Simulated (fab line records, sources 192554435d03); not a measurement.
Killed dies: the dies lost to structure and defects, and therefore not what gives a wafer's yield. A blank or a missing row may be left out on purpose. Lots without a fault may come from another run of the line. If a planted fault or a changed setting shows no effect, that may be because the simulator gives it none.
Split-lot study :: flow n5Finfet :: 21 wafers read from 7 lots, route of 1938 steps

== THE SPLIT ==
At N5_BEOL_M12_PEB_08 (peb time 90 s), the setting pebTempC was moved away from the recipe's 130 C on 6 of the 21 wafers read, by -1.5% to +1.8%. The other wafers ran this setting at the recipe's value.

== FROM THE SPLIT TO THE READING: what the file shows between them, 5 steps ==
- N5_BEOL_M12_DEVELOP_09: develop time 45 s
- N5_BEOL_M12_HARDBAKE_14: time 120 s
- N5_BEOL_M12_CD_MEAS_10: target cd 140 nm
- N5_BEOL_M12_STRIP_71: strips in post etch residue remover, time 60 s
- N5_BEOL_M12_SRD_72: time 30 s, dry time 30 s

== THE READING ==
cdNm, in nm, at N5_BEOL_M12_CD_MEAS_17 (target cd 140 nm). Typical for fault-free wafers on this fab line: 141.9 nm, with standard deviation 2.2 nm.

wafer: L078.1
tool, chamber at the split: lithoTrack-03, 0
pebTempC as run, C: 132.2
against the recipe: +1.7%
cdNm, nm: 152.0
against lot-mates on the recipe: +10.3

wafer: L078.2
tool, chamber at the split: lithoTrack-03, 0
pebTempC as run, C: 130
against the recipe: recipe
cdNm, nm: 141.7
against lot-mates on the recipe: -

wafer: L078.6
tool, chamber at the split: lithoTrack-03, 0
pebTempC as run, C: 132.2
against the recipe: +1.7%
cdNm, nm: 152.4
against lot-mates on the recipe: +10.7

wafer: L077.3
tool, chamber at the split: lithoTrack-02, 0
pebTempC as run, C: 130
against the recipe: recipe
cdNm, nm: 141.6
against lot-mates on the recipe: -

wafer: L077.5
tool, chamber at the split: lithoTrack-02, 0
pebTempC as run, C: 130
against the recipe: recipe
cdNm, nm: 143.2
against lot-mates on the recipe: -

wafer: L077.6
tool, chamber at the split: lithoTrack-02, 0
pebTempC as run, C: 130
against the recipe: recipe
cdNm, nm: 139.9
against lot-mates on the recipe: -

wafer: L082.3
tool, chamber at the split: lithoTrack-02, 0
pebTempC as run, C: 128
against the recipe: -1.5%
cdNm, nm: 134.7
against lot-mates on the recipe: -6.1

wafer: L082.4
tool, chamber at the split: lithoTrack-02, 0
pebTempC as run, C: 128
against the recipe: -1.5%
cdNm, nm: 134.3
against lot-mates on the recipe: -6.5

wafer: L082.5
tool, chamber at the split: lithoTrack-02, 0
pebTempC as run, C: 130
against the recipe: recipe
cdNm, nm: 140.8
against lot-mates on the recipe: -

wafer: L090.1
tool, chamber at the split: lithoTrack-04, 0
pebTempC as run, C: 130
against the recipe: recipe
cdNm, nm: 138.1
against lot-mates on the recipe: -

wafer: L090.3
tool, chamber at the split: lithoTrack-04, 0
pebTempC as run, C: 131
against the recipe: +0.8%
cdNm, nm: 140.6
against lot-mates on the recipe: +0.6

wafer: L090.6
tool, chamber at the split: lithoTrack-04, 0
pebTempC as run, C: 130
against the recipe: recipe
cdNm, nm: 141.9
against lot-mates on the recipe: -

wafer: L092.1
tool, chamber at the split: lithoTrack-03, 0
pebTempC as run, C: 130
against the recipe: recipe
cdNm, nm: 142.2
against lot-mates on the recipe: -

wafer: L092.2
tool, chamber at the split: lithoTrack-03, 0
pebTempC as run, C: 130
against the recipe: recipe
cdNm, nm: 140.2
against lot-mates on the recipe: -

wafer: L092.6
tool, chamber at the split: lithoTrack-03, 0
pebTempC as run, C: 130
against the recipe: recipe
cdNm, nm: 142.7
against lot-mates on the recipe: -

wafer: L095.3
tool, chamber at the split: lithoTrack-04, 0
pebTempC as run, C: 130
against the recipe: recipe
cdNm, nm: 138.9
against lot-mates on the recipe: -

wafer: L095.5
tool, chamber at the split: lithoTrack-04, 0
pebTempC as run, C: 130
against the recipe: recipe
cdNm, nm: 141.2
against lot-mates on the recipe: -

wafer: L095.6
tool, chamber at the split: lithoTrack-04, 0
pebTempC as run, C: 132.4
against the recipe: +1.8%
cdNm, nm: 149.3
against lot-mates on the recipe: +9.2

wafer: L094.3
tool, chamber at the split: lithoTrack-04, 0
pebTempC as run, C: 130
against the recipe: recipe
cdNm, nm: 141.9
against lot-mates on the recipe: -

wafer: L094.4
tool, chamber at the split: lithoTrack-04, 0
pebTempC as run, C: 130
against the recipe: recipe
cdNm, nm: 144.6
against lot-mates on the recipe: -

wafer: L094.6
tool, chamber at the split: lithoTrack-04, 0
pebTempC as run, C: 130
against the recipe: recipe
cdNm, nm: 142.2
against lot-mates on the recipe: -

THE FIT
A straight line over all 21 wafers: cdNm changes by +4.96 nm for each +1% of pebTempC; r = +0.91; the points scatter about the line by 2 nm.
The same after taking each lot's own level away (the mean of its wafers on the recipe; 21 wafers): +4.97 nm for each +1%; r = +0.94; scatter 1.5 nm.
The reading moves by 9.2 nm for the largest change in pebTempC, on that fit.
The span of the lots' own levels, 140.00 to 142.90 nm, comes to 1.3 times the standard deviation stated above.
The two slopes agree, so the slope changes little with the lot-to-lot level.
Check: with one of the wafers moved furthest among these (+1.8%) left out of the fit, the line predicts +9.4 nm for it against its lot-mates. It came out at +9.25 nm against them.

== THE WHOLE CHAIN: every reading that the file lists as answering this split, in the file's order ==
step: N5_BEOL_M12_CD_MEAS_10
what it does: target cd 140 nm
reading: cdNm
change (the file's fit): +4.6 nm for each +1% of the setting
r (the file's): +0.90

step: N5_BEOL_M12_CD_MEAS_17
what it does: target cd 140 nm
reading: cdNm
change (the file's fit): +4.89 nm for each +1% of the setting
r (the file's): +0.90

== FILE'S OWN FIT ==
cdNm changes by +4.89 nm for each +1% of pebTempC, r = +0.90.
